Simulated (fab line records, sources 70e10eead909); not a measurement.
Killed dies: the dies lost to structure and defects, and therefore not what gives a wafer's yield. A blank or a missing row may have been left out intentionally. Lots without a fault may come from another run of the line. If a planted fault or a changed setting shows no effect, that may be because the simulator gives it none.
fab line records	flow nandHarc
record: lots: 6	wafers: 18	lastDay: 34
route steps=1302 shown P_ZERO_WELL@20 END@1302
lots that met no fault: from a run of the same line without faults
startH: the number of hours between the record's first day and the start of the first shown wafer of the lot	waitH: hours since the lot's step before	" as in the row above	L1.1+2: one row covering several wafers at once	- no value, or no start was given	* or withheld: withheld	< > ~ a bound
route shown NAME@n: a module of which the file shows steps, and the number in the route of the first	usual: mean/standard deviation of fault-free wafers	same: alike in all rows	chamber/n: place in a boat	sites: readings site by site	_std_site: standard deviation across them	_edge_site: inner sites' mean taken away from outer sites' mean	radiusMm: for every site, how far away it sits from the centre of the wafer	mask NAME#n: copy n	behind: tool/chamber where the wafer was last shaped	hold: reason for holding the lot/hours on hold/outcome of the hold	device: names the non-switching transistor (n, p or np)	end of line: the route-end tests of the same wafers	step lacking rows: just its recipe	killed: not the wafer's yield, but the dies lost to structure and defects at the first sort	map: a wafer's dies, x killed, . not, _ none there
set.NAME: the setting that was run; set.NAME@STEP: the one run at that earlier step	model.NAME: the simulator's own value behind a step, which no gauge read
lots at some steps of the route; a table a step, a row a wafer
services: when a tool's chamber went out of use (startH, in hours from the record's first day, below 0 if earlier), for how many hours, and the reason
== steps ==
step: NHARC_P_ZERO_WELL_STRIP_15
recipe: timeS: 900	tempC: 130	chemistry: SPM
step: NHARC_P_ZERO_WELL_DEHYDRATE_16
recipe: tempC: 150	timeS: 120
step: NHARC_P_ZERO_WELL_HMDS_17
recipe: timeS: 30
step: NHARC_P_ZERO_WELL_COAT_18
recipe: spinRpm: withheld
step: NHARC_P_ZERO_WELL_SOFTBAKE_19
recipe: tempC: 122	timeS: 95
step: NHARC_P_ZERO_WELL_EBR_20
step: NHARC_P_ZERO_WELL_EXPOSE_21
recipe: na: 0.6	targetCdNm: 720	doseMj: 22.31	maskId: P_NWELL
step: NHARC_P_ZERO_WELL_PEB_22
recipe: pebTempC: 118	pebTimeS: 85
step: NHARC_P_ZERO_WELL_DEVELOP_23
recipe: timeS: 70
step: NHARC_P_ZERO_WELL_CD_MEAS_24
recipe: targetCdNm: 720	landingEnergyEv: 500
usual: cdNm: 720.1/1.8
lot.wafer	tool	chamber	startH	waitH	cdNm
L192.1	cdSem-03	0	82.49	-	721.6
L192.5	"	0	"	"	722.9
L192.6	"	0	"	"	718.8
L196.4	cdSem-03	0	122.64	-	721.0
L196.5	"	0	"	"	721.0
L196.6	"	0	"	"	719.4
L201.4	cdSem-01	0	172.83	-	723.0
L201.5	"	0	"	"	719.8
L201.6	"	0	"	"	722.9
L204.2	cdSem-03	0	202.70	-	720.3
L204.5	"	0	"	"	722.4
L204.6	"	0	"	"	721.1
L205.1	cdSem-03	0	212.58	-	718.4
L205.3	"	0	"	"	722.4
L205.6	"	0	"	"	719.4
L209.1	cdSem-01	0	252.49	-	721.0
L209.2	"	0	"	"	718.8
L209.5	"	0	"	"	720.2
step: NHARC_P_ZERO_WELL_HARDBAKE_25
recipe: tempC: 125	timeS: 80
step: NHARC_P_ZERO_WELL_DESCUM_26
recipe: timeS: 3	o2FlowSccm: 200	arFlowSccm: 0	biasPowerW: 0	chemistry: O2
usual: drypumpMotorCurrentA: 5.9/0.37	oesProductAu: 1.005/0.0091	rfVppV: 57.6/0.98	showerheadPlenumPTorr: 1.87/0.094	throttleValvePct: 11.312/0.0089
lot.wafer	tool	chamber	startH	waitH	drypumpMotorCurrentA	oesProductAu	rfHoursCounterH	rfVppV	showerheadPlenumPTorr	throttleValvePct
L192.1	rieDiel-08	1	82.69	-	6.3	0.993	22	56.1	1.78	11.320
L192.5	"	3	"	"	5.2	0.997	-	56.5	1.95	11.328
L192.6	"	0	"	"	5.9	0.998	-	55.3	1.91	11.286
L196.4	rieDiel-05	0	122.85	-	5.6	1.010	-	57.8	1.79	11.321
L196.5	"	2	"	"	5.8	1.009	-	57.4	1.90	11.311
L196.6	"	3	"	"	6.0	1.020	-	57.8	1.91	11.312
L201.4	rieDiel-08	3	173.18	-	5.2	1.000	45	58.8	1.94	11.309
L201.5	"	2	"	"	6.0	1.008	-	57.8	1.79	11.302
L201.6	"	3	"	"	5.2	0.997	-	58.3	1.94	11.305
L204.2	rieDiel-08	3	202.88	-	5.2	0.996	1	58.5	1.94	11.312
L204.5	"	1	"	"	6.3	1.000	-	57.2	2.08	11.307
L204.6	"	2	"	"	6.0	0.996	-	56.8	1.79	11.323
L205.3	rieDiel-05	2	212.76	-	5.8	1.013	57	58.1	1.88	11.307
L205.1	"	0	"	"	5.6	1.014	57	56.4	1.78	11.313
L205.6	"	2	"	"	5.8	1.004	-	57.1	1.88	11.317
L209.2	rieDiel-08	3	252.91	-	5.2	1.004	22	58.1	1.93	11.311
L209.1	"	0	"	"	5.9	1.011	19	56.9	1.89	11.337
L209.5	"	3	"	"	5.2	0.995	-	58.3	1.93	11.318
step: NHARC_P_ZERO_WELL_IMPLANT_27
recipe: energyKev: 600	doseCm2: 1e+13	tiltDeg: 7
lot.wafer	tool	chamber	startH	waitH
L192.1+5+6	implanter-01	0	82.81	0.1
L196.4+5+6	implanter-02	0	123.06	0.2
L201.4+5+6	implanter-02	0	173.40	0.2
L201.4+5+6	implanter-02	0	173.82	0.4
L204.2+5+6	implanter-01	0	203.03	0.1
L205.1+3+6	implanter-01	0	212.91	0.1
L205.1+3+6	implanter-01	0	213.33	0.4
L209.1+2+5	implanter-01	0	253.06	0.1
step: NHARC_P_ZERO_WELL_IMPLANT_57
recipe: energyKev: 250	doseCm2: 4e+12	tiltDeg: 7
step: NHARC_END_SORT_01
recipe: tempC: 25
usual: killedAtArray: 49/19	killedAtOther: 0.9/1.1	killedAtPeriphery: 4.0/2.7	killedDies: 54/19	killedOpen: 3.3/1.8	killedShort: 2.6/1.6
same: grossDies: 677
lot.wafer	tool	chamber	startH	waitH	killedAtArray	killedAtOther	killedAtPeriphery	killedDies	killedOpen	killedShort
L201.4	prober-02	0	724.95	3.4	33	2	3	38	7	4
L201.5	prober-02	0	725.75	3.7	24	0	4	28	2	4
L201.6	prober-02	0	726.55	4.0	19	1	3	23	2	5
killed by level:class
L201.4 A_CHANNEL_HOLE_D1:chamberFilmFlake=9 A_SLIT:chamberFilmFlake=7 A_CONTACT:chamberFilmFlake=6 P_M0:geometricParticle:open=2 A_CHANNEL_FILL_D1:geometricParticle:short=2 A_DECK1_JOINT:geometricParticle:open=2 A_CHANNEL_HOLE_D2:chamberFilmFlake=2 A_ONON_D1:geometricParticle:short=1
L201.5 A_CHANNEL_HOLE_D1:chamberFilmFlake=11 A_SLIT:chamberFilmFlake=4 A_CONTACT:chamberFilmFlake=3 A_CHANNEL_HOLE_D2:chamberFilmFlake=2 P_GATE:geometricParticle:short=1 P_M0:geometricParticle:short=1 A_ONON_D1:geometricParticle:open=1 A_DECK1_JOINT:geometricParticle:short=1
L201.6 A_CHANNEL_HOLE_D1:chamberFilmFlake=9 A_CONTACT:chamberFilmFlake=3 A_WL_FILL:geometricParticle:short=2 P_ZERO_WELL:chamberFilmFlake=2 A_SLIT:chamberFilmFlake=2 P_STI:geometricParticle:short=1 A_ONON_D1:geometricParticle:short=1 A_CHANNEL_FILL_D1:geometricParticle:open=1
== services ==
tool	chamber	startH	hours	kind
rieDiel-08	0	73.38	-	clean
rieDiel-08	1	73.38	-	clean
rieDiel-08	2	73.38	-	clean
rieDiel-08	3	73.38	-	clean
rieDiel-05	2	73.44	9.6	repair
implanter-02	-	88.10	2.0	repair
rieDiel-08	0	97.88	-	clean
rieDiel-08	1	97.88	-	clean
rieDiel-08	2	97.88	-	clean
rieDiel-08	3	97.88	-	clean
rieDiel-05	1	114.36	29.7	repair
rieDiel-08	0	122.38	-	clean
rieDiel-08	1	122.38	-	clean
rieDiel-08	2	122.38	-	clean
rieDiel-08	3	122.38	-	clean
rieDiel-05	3	124.12	2.1	repair
rieDiel-08	-	143.67	0.3	repair
rieDiel-05	3	144.93	132.0	repair
implanter-02	-	146.43	13.0	pm
rieDiel-08	0	146.88	-	clean
rieDiel-08	-	190.80	9.0	pm
implanter-02	-	193.78	2.9	repair
rieDiel-08	1	209.43	16.6	repair
rieDiel-05	-	230.60	9.0	pm
== key ==
firstSign: step: NHARC_P_ZERO_WELL_IMPLANT_27	reading: visit	direction: added
effect none on later readings
metAt NHARC_P_ZERO_WELL_IMPLANT_27
struckWafers L201.4,L201.5,L201.6,L205.1,L205.3,L205.6
testerLeftOut L201,L205
fault: kind: repeatedStepWhole	tool: implanter-01,implanter-02	chamber: -	onsetH: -	steps: NHARC_P_ZERO_WELL_IMPLANT_27	times: 1	scope: struckLotsOnly
testerLeftOut: of these lots the tester's yield and bins aren't shown, on N5 and GAA mostly nor the transistor test; their killed dies are dies lost to structure and defects alone, not to doping, threshold or leakage, so they don't give the yield
